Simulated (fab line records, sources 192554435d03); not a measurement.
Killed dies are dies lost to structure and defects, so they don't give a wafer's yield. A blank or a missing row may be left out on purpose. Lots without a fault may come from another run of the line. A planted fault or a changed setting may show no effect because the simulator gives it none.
fab line records | flow n5_finfet
record lots=6 wafers=18 last_day=17
route steps=1938 shown BEOL_M14@1767 BEOL_M15@1773
lots that met no fault: from a run of the same line without faults
start_h: hours from the record's first day to the start of the lot's first wafer shown | wait_h: hours since the lot's step before | " the same as in the row above | L1.1+2: a row that stands for several wafers | - no value, or no start given | * or withheld: withheld | < > ~ a bound
route shown NAME@n: a module of which the file shows steps, and the number in the route of the first | usual: mean/standard deviation of fault-free wafers | same: alike in all rows | chamber/n: place in a boat | sites: the reading at each site | _std_site: their standard deviation | _edge_site: outer sites' mean less inner sites' | radius_mm: how far each site lies from the wafer's centre | mask NAME#n: copy n | behind: the tool/chamber that last shaped the wafer | hold: why the lot was held/for how many hours/how that ended | device: the transistor (n, p or np) that didn't switch | end of line: the same wafers' tests at the end of the route | a step without rows: its recipe alone | killed: dies lost to structure and defects at the first sort, not the wafer's yield | map: a wafer's dies, x killed, . not, _ none there
set.NAME: the setting as run; set.NAME@STEP: as run at that earlier step | model.NAME: the simulator's own value behind a step, which no gauge read
lots at some steps of the route; a table a step, a row a wafer
services: from which hour (start_h, from the record's first day; less than 0 if before it) a tool's chamber was out of use, for how many hours, and why
## steps
# step N5_BEOL_M14_CMP_49
# recipe stop_on=SiO2 t_overpolish_s=5.2 down_force_psi=2 platen_rpm=80 clearing_platen_down_force_psi=2 clearing_platen_rpm=80 post_cmp_clean=cu_alkaline target_thk_nm=560 clearing_platen_pad_velocity_m_s=1.5917 pad_velocity_m_s=1.5917
# usual barrier_field_endpoint_s=11.46/0.25 edge_zone_pressure_frac=1.000/0.0047 motor_current_A=7.8/1 overpolish_run_s=5.200/0.0092 platen_rpm=79.99/0.052 time_to_endpoint_s=122/4.2
# columns lot.wafer tool chamber start_h wait_h barrier_field_endpoint_s edge_zone_pressure_frac motor_current_A overpolish_run_s platen_rpm time_to_endpoint_s
L863.1 cmp-03 0 248.96 0.3 10.91 0.997 7.9 5.201 80.03 112
L863.5 " 0 " " 11.14 0.999 7.7 5.203 80.05 118
L863.6 " 1 " " 11.32 0.995 7.0 5.207 79.88 118
L874.2 cmp-02 3 327.61 0.2 11.42 1.003 7.3 5.208 79.96 121
L874.6 " 2 " " 11.42 0.998 8.6 5.203 79.98 117
L874.5 " 3 " " 11.32 1.001 7.0 5.207 80.00 115
L877.1 cmp-03 2 338.18 0.3 11.43 0.996 8.4 5.208 79.96 122
L877.2 " 3 " " 11.78 1.004 7.0 5.184 80.04 127
L877.3 " 0 " " 11.31 0.996 8.3 5.210 79.99 120
L880.4 cmp-03 1 355.10 0.2 11.59 0.998 7.2 5.203 80.05 125
L880.2 " 2 " " 11.82 1.008 8.1 5.206 79.97 129
L880.5 " 1 " " 11.42 1.004 6.7 5.211 79.93 124
L884.4 cmp-03 1 391.48 0.2 11.62 1.007 6.9 5.197 79.92 127
L884.3 " 2 " " 11.80 1.003 8.3 5.196 79.97 128
L884.5 " 3 " " 11.54 1.003 7.1 5.204 80.00 121
L885.4 cmp-01 1 391.89 0.1 10.86 0.992 7.2 5.207 80.02 119
L885.2 " 3 " " 11.07 0.999 7.4 5.217 79.98 121
L885.6 " 1 " " 10.92 0.994 7.6 5.198 79.97 116
# step N5_BEOL_M14_THK_MEAS_50
# recipe thk_meas_gauge=xrf reads=Cu_of_BEOL_M14_ECD_47
# usual M14_THK=536/10
# columns lot.wafer tool chamber start_h wait_h M14_THK[nm]
L863.1 film_metro-01 - 249.25 - 532
L863.5 " - " " 531
L863.6 " - " " 524
L874.2 film_metro-01 - 327.87 - 548
L874.5 " - " " 559
L874.6 " - " " 523
L877.1 film_metro-02 - 338.47 - 534
L877.2 " - " " 525
L877.3 " - " " 553
L880.2 film_metro-02 - 355.36 - 537
L880.4 " - " " 565
L880.5 " - " " 535
L884.3 film_metro-01 - 391.70 - 545
L884.4 " - " " 539
L884.5 " - " " 541
L885.2 film_metro-02 - 392.19 - 533
L885.4 " - " " 515
L885.6 " - " " 544
# step N5_BEOL_M14_PRE_CLEAN_52
# recipe gas=NH3 time_s=15 temp_c=withheld rf_power_w=300
# step N5_BEOL_M14_DEP_53
# recipe material=SiCN target_thk_a=500 temp_c=withheld precursor=3MS/NH3 pressure_torr=3 rf_w=675 time_s=17.8
# usual showerhead_plenum_p_Torr=4.167/0.024 throttle_valve_pct=18.7/1.2
# columns lot.wafer tool chamber start_h wait_h showerhead_plenum_p_Torr throttle_valve_pct
L863.1 pecvd-01 1 249.31 0.0 4.157 18.1
L863.5 " 1 " " 4.167 18.5
L863.6 " 0 " " 4.228 20.9
L874.2 pecvd-03 0 327.93 0.0 4.152 20.0
L874.5 " 0 " " 4.159 20.3
L874.6 " 2 " " 4.142 17.6
L877.1 pecvd-01 1 338.54 0.0 4.167 18.3
L877.2 " 0 " " 4.226 21.4
L877.3 " 2 " " 4.172 19.2
L880.2 pecvd-04 1 355.42 0.0 4.149 18.8
L880.4 " 1 " " 4.134 18.8
L880.5 " 2 " " 4.153 18.6
L884.3 pecvd-01 1 391.76 0.0 4.160 18.4
L884.4 " 0 " " 4.221 21.4
L884.5 " 2 " " 4.170 19.1
L885.2 pecvd-01 1 392.25 0.0 4.173 18.5
L885.4 " 1 " " 4.151 18.4
L885.6 " 2 " " 4.166 19.6
# step N5_BEOL_M14_RS_MEAS_54
# recipe thk_meas_gauge=four-point-probe reads=Cu_of_BEOL_M14_ECD_47+Ta_of_BEOL_M14_SPUTTER_44+TaN_of_BEOL_M14_SPUTTER_43
# usual M14_RS=0.0331/0.00059
# columns lot.wafer tool chamber start_h wait_h M14_RS[ohm/sq]
L863.1 film_metro-02 - 249.38 0.0 0.0334
L863.5 " - " " 0.0333
L863.6 " - " " 0.0338
L874.2 film_metro-01 - 328.00 0.1 0.0325
L874.5 " - " " 0.0317
L874.6 " - " " 0.0338
L877.1 film_metro-02 - 338.60 0.0 0.0334
L877.2 " - " " 0.0340
L877.3 " - " " 0.0323
L880.2 film_metro-01 - 355.49 0.1 0.0338
L880.4 " - " " 0.0319
L880.5 " - " " 0.0340
L884.3 film_metro-02 - 391.83 0.1 0.0326
L884.4 " - " " 0.0329
L884.5 " - " " 0.0328
L885.2 film_metro-01 - 392.32 0.1 0.0330
L885.4 " - " " 0.0340
L885.6 " - " " 0.0321
# step N5_BEOL_M14_INSPECT_55
# recipe inspect_instrument=darkfield mode=post_dep
# usual raw_defect_count=69/24
# columns lot.wafer tool chamber start_h wait_h raw_defect_count
L863.1 defect_inspect-01 - 249.41 0.0 55
L863.5 " - " " 56
L863.6 " - " " 71
L874.2 defect_inspect-02 - 328.02 0.0 71
L874.5 " - " " 55
L874.6 " - " " 62
L877.1 defect_inspect-01 - 338.63 0.0 57
L877.2 " - " " 63
L877.3 " - " " 85
L880.2 defect_inspect-01 - 355.51 0.0 35
L880.4 " - " " 49
L880.5 " - " " 62
L884.3 defect_inspect-02 - 391.85 0.0 48
L884.4 " - " " 64
L884.5 " - " " 50
L885.2 defect_inspect-02 - 392.34 0.0 49
L885.4 " - " " 104
L885.6 " - " " 33
# step N5_BEOL_M15_ILD_DEP_00
# recipe material=SiO2 target_thk_a=16293 temp_c=400 precursor=TEOS/O2 pressure_torr=6.5 rf_w=900 teos_flow_sccm=161.4 gas=O2 flow_sccm=2650 time_s=346.1
# usual heater_power_w=564/110 showerhead_plenum_p_Torr=8.34/0.035 throttle_valve_pct=19.0/0.75
# columns lot.wafer tool chamber start_h wait_h heater_power_w showerhead_plenum_p_Torr throttle_valve_pct
L863.1 pecvd-04 0 249.44 0.0 540 8.36 18.4
L863.5 " 0 " " 438 8.35 18.5
L863.6 " 1 " " 611 8.29 18.8
L874.2 pecvd-02 0 328.06 0.0 685 8.34 18.2
L874.5 " 2 " " 544 8.30 18.4
L874.6 " 1 " " 569 8.34 18.7
L877.1 pecvd-04 2 338.67 0.0 477 8.32 18.9
L877.2 " 0 " " 529 8.38 18.4
L877.3 " 1 " " 768 8.30 18.9
L880.2 pecvd-01 1 355.55 0.0 519 8.35 19.0
L880.4 " 2 " " 384 8.36 19.8
L880.5 " 1 " " 423 8.33 18.8
L884.3 pecvd-02 0 391.89 0.0 710 8.33 18.4
L884.4 " 1 " " 605 8.34 18.8
L884.5 " 0 " " 577 8.33 18.3
L885.2 pecvd-04 1 392.38 0.0 765 8.30 19.0
L885.4 " 1 " " 605 8.31 19.2
L885.6 " 2 " " 508 8.33 19.0
# step N5_BEOL_M15_THK_MEAS_01
# recipe reads=SiO2_of_BEOL_M15_ILD_DEP_00
# usual M15_ILD_THK=1632/23
# columns lot.wafer tool chamber start_h wait_h M15_ILD_THK[nm]
L863.1 film_metro-02 - 249.69 0.1 1595
L863.5 " - " " 1625
L863.6 " - " " 1663
L874.2 film_metro-02 - 328.31 0.1 1613
L874.5 " - " " 1650
L874.6 " - " " 1634
L877.1 film_metro-02 - 338.92 0.1 1604
L877.2 " - " " 1607
L877.3 " - " " 1632
L880.2 film_metro-02 - 355.80 0.1 1630
L880.4 " - " " 1668
L880.5 " - " " 1655
L884.3 film_metro-01 - 392.14 0.1 1613
L884.4 " - " " 1634
L884.5 " - " " 1647
L885.2 film_metro-02 - 392.63 0.1 1629
L885.4 " - " " 1647
L885.6 " - " " 1646
# step N5_BEOL_M15_COAT_58
# recipe resist=BARC temp_c=205 time_s=60 spin_rpm=1500 resist_thk_nm=89
# step N5_BEOL_M15_COAT_04
# recipe spin_rpm=1704 resist_thk_nm=800
# step N5_BEOL_M15_EBR_06
# recipe solvent=PGMEA ebr_width_mm=1.5
# step N5_BEOL_M15_SOFTBAKE_05
# recipe temp_c=130 time_s=60
# step N5_BEOL_M15_EXPOSE_07
# recipe mask_id=V14 na=0.8 source_shape=annular sigma_inner=0.5 sigma_outer=0.8 polarization=unpolarized attpsm_phase_deg=180 dose_mj=41.25
# usual exposure_dose_mJ_cm2=41.21/0.04
# same na=0.8
# columns lot.wafer tool chamber start_h wait_h mask exposure_dose_mJ_cm2
L863.1 krf_scanner-02 0 249.95 - V14#0 41.23
L863.5 " 0 " " V14#0 41.24
L863.6 " 0 " " V14#0 41.24
L874.2 krf_scanner-01 0 328.45 - V14#0 41.23
L874.5 " 0 " " V14#0 41.17
L874.6 " 0 " " V14#0 41.21
L877.1 krf_scanner-01 0 339.17 - V14#0 41.24
L877.2 " 0 " " V14#0 41.24
L877.3 " 0 " " V14#0 41.28
L880.2 krf_scanner-01 0 356.06 - V14#0 41.24
L880.4 " 0 " " V14#0 41.19
L880.5 " 0 " " V14#0 41.24
L884.3 krf_scanner-02 0 392.28 - V14#0 41.22
L884.4 " 0 " " V14#0 41.18
L884.5 " 0 " " V14#0 41.18
L885.2 krf_scanner-02 0 392.77 - V14#0 41.18
L885.4 " 0 " " V14#0 41.13
L885.6 " 0 " " V14#0 41.16
# step N5_BEOL_M15_PEB_08
# recipe peb_temp_c=130 peb_time_s=90
# step N5_BEOL_M15_DEVELOP_09
# recipe develop_time_s=45 rinse_liquid=diw dry=air_spin dev_temp_c=21
# step N5_BEOL_M15_HARDBAKE_14
# recipe temp_c=130 time_s=120
# step N5_BEOL_M15_CD_MEAS_10
# recipe target_cd_nm=360 landing_energy_ev=500 detector=se_inlens polarity=opening
# usual cd_nm=359.5/1.5
# columns lot.wafer tool chamber start_h wait_h cd_nm
L863.1 cd_sem-01 0 250.12 - 356.8
L863.5 " 0 " " 358.6
L863.6 " 0 " " 359.7
L874.2 cd_sem-03 0 328.62 - 357.4
L874.5 " 0 " " 360.3
L874.6 " 0 " " 358.8
L877.1 cd_sem-03 0 339.34 - 378.2
L877.2 " 0 " " 360.3
L877.3 " 0 " " 377.9
L880.2 cd_sem-03 0 356.23 - 362.2
L880.4 " 0 " " 360.7
L880.5 " 0 " " 379.5
L884.3 cd_sem-03 0 392.45 - 358.1
L884.4 " 0 " " 360.5
L884.5 " 0 " " 359.1
L885.2 cd_sem-03 0 392.94 - 360.9
L885.4 " 0 " " 362.3
L885.6 " 0 " " 360.6
# step N5_BEOL_M15_OVL_MEAS_11
# recipe points_per_wafer=44
# usual V14_OVL=5/5
# same points_per_wafer=44
# columns lot.wafer tool chamber start_h wait_h V14_OVL[nm]
L863.1 overlay-01 0 250.15 0.0 7
L863.5 " 0 " " 5
L863.6 " 0 " " 9
L874.2 overlay-02 0 328.64 0.0 8
L874.5 " 0 " " 4
L874.6 " 0 " " 7
L877.1 overlay-01 0 339.37 0.0 10
L877.2 " 0 " " 4
L877.3 " 0 " " 14
L880.2 overlay-02 0 356.26 0.0 8
L880.4 " 0 " " 3
L880.5 " 0 " " 6
L884.3 overlay-01 0 392.47 0.0 4
L884.4 " 0 " " 10
L884.5 " 0 " " 2
L885.2 overlay-01 0 392.96 0.0 8
L885.4 " 0 " " 9
L885.6 " 0 " " 3
## services
# columns tool chamber start_h hours kind
cmp-01 - 230.19 4.0 pm
krf_scanner-02 - 238.69 3.1 repair
pecvd-01 - 252.22 2.3 repair
krf_scanner-01 - 265.57 1.3 pm
krf_scanner-02 - 268.86 4.0 pm
pecvd-04 0 271.90 10.6 repair
krf_scanner-02 - 272.88 1.3 pm
pecvd-02 - 278.99 1.1 repair
krf_scanner-01 - 284.16 4.0 pm
krf_scanner-02 - 299.12 0.5 repair
krf_scanner-01 - 299.81 1.0 pm
krf_scanner-02 - 300.81 1.0 pm
krf_scanner-01 - 317.18 1.1 repair
cmp-03 - 326.15 2.9 repair
cmp-03 - 331.98 1.0 repair
krf_scanner-01 - 333.29 1.8 repair
cmp-03 - 336.65 0.8 repair
krf_scanner-02 - 337.29 0.8 pm
krf_scanner-01 - 345.92 0.5 repair
cmp-03 - 363.30 3.5 repair
krf_scanner-01 - 364.40 4.4 pm
krf_scanner-01 - 374.64 0.8 pm
pecvd-02 2 376.51 7.6 repair
krf_scanner-02 - 386.38 4.8 repair
## key
first_sign step=N5_BEOL_M15_CD_MEAS_10 reading=cd_nm direction=up sigmas=13 usual=359.5 struck=378.5
effect none on later readings
met_at N5_BEOL_M15_EXPOSE_07
struck_wafers L877.1,L877.3,L880.5
onset_between 328.45 339.17
fault kind=process_parameter_drift tool=krf_scanner-01 chamber=- onset_h=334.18 steps=N5_BEOL_M15_EXPOSE_07 channel=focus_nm offset=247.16 shape=step end_h=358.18 scope=struck_wafers_only
